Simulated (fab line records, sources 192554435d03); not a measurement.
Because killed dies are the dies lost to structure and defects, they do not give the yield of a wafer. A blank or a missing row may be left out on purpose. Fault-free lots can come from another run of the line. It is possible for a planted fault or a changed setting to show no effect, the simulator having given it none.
A struck lot beside a sound one :: flow n5Finfet :: 15 steps out of a route of 1938
Sound: the wafers L170.3, L170.5, L170.6. Struck: wafer L172.1; the same lot's L172.5 was not struck, so it is left out; see the end for the cause.
Each step with rows lists, per side, the tool, then ch with its chambers, then its first start. Under that, the readings that differ: sound wafers :: struck wafers :: difference of the means :: sigmas: that difference in standard deviations of wafers without a fault.
alike: words and numbers the same on both sides, and readings whose means are apart by under 2 such deviations; not compared: readings that were withheld, readings missing a value for some wafer, numbers with overlapping values and no deviation given by the record, and bounds like >300 which may hide the same value.
Wherever a step has rows on one side only, a row that says differs or no value, or a row with sigmas, the two part there. Numbers that don't overlap but have no deviation are shown without sigmas and don't part them. Lack of a reading on every wafer of one side parts them only where that side has two or more wafers.

first, 7 steps without rows for these wafers: N5_HKMG_FIN_COAT_30 (time 60 s, resist thk 35 nm); N5_HKMG_FIN_COAT_06 (resist thk 90 nm); N5_HKMG_FIN_EBR_08; N5_HKMG_FIN_SOFTBAKE_07 (time 60 s); N5_HKMG_FIN_EXPOSE_09 (exposes mask NWFM); N5_HKMG_FIN_PEB_10 (peb time 60 s); N5_HKMG_FIN_DEVELOP_11 (develop time 30 s).
N5_HKMG_FIN_CD_MEAS_12: target cd 92.8 nm.
  sound on cdSem-01 ch 0, day 6 08:43; struck on cdSem-02 ch 0, day 6 23:00
  alike: cdNm
N5_HKMG_FIN_OVL_MEAS_13:
  sound on overlay-02 ch 0, day 6 08:45; struck on overlay-01 ch 0, day 6 23:02
  alike: NWFM_OVL
N5_HKMG_FIN_INSPECT_14: inspects for defects (macro).
  struck on defectInspect-02, day 6 23:03; sound on defectInspect-02, day 6 08:47
  alike: rawDefectCount
N5_HKMG_FIN_DESCUM_17: chemistry O2, time 7.9 s.
  sound on rieDiel-04 ch 0,1, day 6 08:49; struck on rieDiel-04 ch 1, day 6 23:05
  alike: drypumpMotorCurrentA, oesProductAu, rfVppV, showerheadPlenumPTorr, throttleValvePct
  not compared: rfHoursCounterH
N5_HKMG_FIN_ETCH_31: etches SiARC in CF4, target depth 45.5 nm, time 75.8 s.
  sound on rieDiel-04 ch 0,1, day 6 08:50; struck on rieDiel-04 ch 1, day 6 23:07
  alike: drypumpMotorCurrentA, etchRfOnTimeS, oesProductAu, rfVppV, showerheadPlenumPTorr, throttleValvePct
  not compared: rfHoursCounterH
N5_HKMG_FIN_ETCH_32: etches SOC in N2/H2, target depth 240 nm, time 300 s.
  sound on rieDiel-04 ch 0,1, day 6 08:54; struck on rieDiel-04 ch 1, day 6 23:11
reading: oesProductAu (a.u.)
sound: 0.87 0.87 0.73
struck: 0.61
difference: -0.21
sigmas: -2

reading: model.HKMG_FIN.featureDepthNm (nm)
sound: 245.6 242.6 242
struck: 177.2
difference: -66.2
sigmas: 

reading: model.etch.depthNm (nm)
sound: 245.5 242.6 242.1
struck: 177.2
difference: -66.2
sigmas: 

reading: model.SiARC_of_HKMG_FIN_COAT_30.thkNm (nm)
sound: 20.8 20.8 21.2
struck: 25
difference: +4
sigmas: 
  alike: drypumpMotorCurrentA, rfVppV, showerheadPlenumPTorr, throttleValvePct
  not compared: rfHoursCounterH
then, 1 step without rows for these wafers: N5_HKMG_FIN_STRIP_33 (strips in N2/H2).
-- here the record skips 8 days between the struck wafers' starts before and after, leaving off in module HKMG_FIN and picking up in module PASSIVATION (first step shown: number 1936 of the route) --
N5_PASSIVATION_PROBE_49:
  record: rows for the struck wafers here (prober-01, day 15 00:39), none for the sound ones

WHERE THEY PART
Last at N5_PASSIVATION_PROBE_49 as far as this record goes, first at N5_HKMG_FIN_ETCH_32.

WHY: whatever the simulator had introduced
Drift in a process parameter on rieDiel-04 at N5_HKMG_FIN_ETCH_32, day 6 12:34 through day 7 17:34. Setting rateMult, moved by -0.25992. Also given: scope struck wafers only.
